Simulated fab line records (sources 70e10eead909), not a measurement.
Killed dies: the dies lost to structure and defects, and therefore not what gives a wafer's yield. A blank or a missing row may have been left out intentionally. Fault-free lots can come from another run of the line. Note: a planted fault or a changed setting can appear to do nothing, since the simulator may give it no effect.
Which tool is to blame? -- flow nand_harc -- Sampling: 6 lots, 18 wafers, 3 of 1159 route steps

== WHAT EACH GAUGE READ, for each wafer ==
NHARC_P_M0_CD_MEAS_09: the cd target is 90 nm.
lot,measured,on,cd_nm (nm)
L163,day 6 07:13,cd_sem-02,91.1 90.7 90.3
L166,day 6 13:53,cd_sem-02,89.2 89.8 89.4
L169,day 7 15:34,cd_sem-03,89.6 89.6 89.6
L174,day 9 00:14,cd_sem-03,102.5 103.7 103.1 102.6 103.2 103.3
L178,day 10 02:10,cd_sem-02,89.8 90.2 89.8
L183,day 11 00:56,cd_sem-01,90.1 90.0 90.0

== EACH LOT AND THE TOOL THAT RAN IT (in order: tool; ch and the chambers of the sampled wafers; start) ==
lot,NHARC_P_CONTACT_ALD_22,NHARC_P_M0_PEB_07
L163,"ald_metal-03 ch 1,3, day 5 23:45","litho_track-01 ch 0, day 6 07:08"
L166,"ald_metal-02 ch 0,2,3, day 6 11:46","litho_track-06 ch 0, day 6 13:49"
L169,"ald_metal-01 ch 0,1, day 7 12:42","litho_track-01 ch 0, day 7 15:29"
L174,"ald_metal-01 ch 0,1, day 8 21:55","litho_track-01 ch 0, day 9 00:09"
L178,"ald_metal-02 ch 0,3, day 9 23:34","litho_track-06 ch 0, day 10 02:05"
L183,"ald_metal-01 ch 1,2,3, day 10 22:49","litho_track-04 ch 0, day 11 00:52"
- NHARC_P_CONTACT_ALD_22: deposits TiN, target thk 3 nm, pulse time 1 s, ald cycles 150.
- NHARC_P_M0_PEB_07: peb time 65 s.

== THE ANSWER, worked out from the rows above alone ==
Rule: what is usual is taken from the lots themselves. Put in order of their means at a reading, lots are off if they are a third of the lots or fewer, leave a main group of 4 or more, and stand apart from it by a gap of 3 or more times the standard deviation of the main group's means; of several such gaps the widest counts. A main group whose means are all the same, to the digits that the tables above print for the reading, isn't used. A lot without any number at a reading at which 4 lots or more have one is off too. Any other lot the step has rows for is counted as sound.
Off: L174 (NHARC_P_M0_CD_MEAS_09, cd_nm). Mean 89.9 nm and standard deviation 0.43 in the main group.
A tool fits if, at a process step before that reading, it ran every lot that is off, and no sound lot after the first of them. The gauges at NHARC_P_M0_CD_MEAS_09 are tried like those tools. 2 tools fit, litho_track-01 at NHARC_P_M0_PEB_07 and cd_sem-03 at NHARC_P_M0_CD_MEAS_09, so this cannot tell which one it is.

== WHAT THE SIMULATOR HAD PUT IN ==
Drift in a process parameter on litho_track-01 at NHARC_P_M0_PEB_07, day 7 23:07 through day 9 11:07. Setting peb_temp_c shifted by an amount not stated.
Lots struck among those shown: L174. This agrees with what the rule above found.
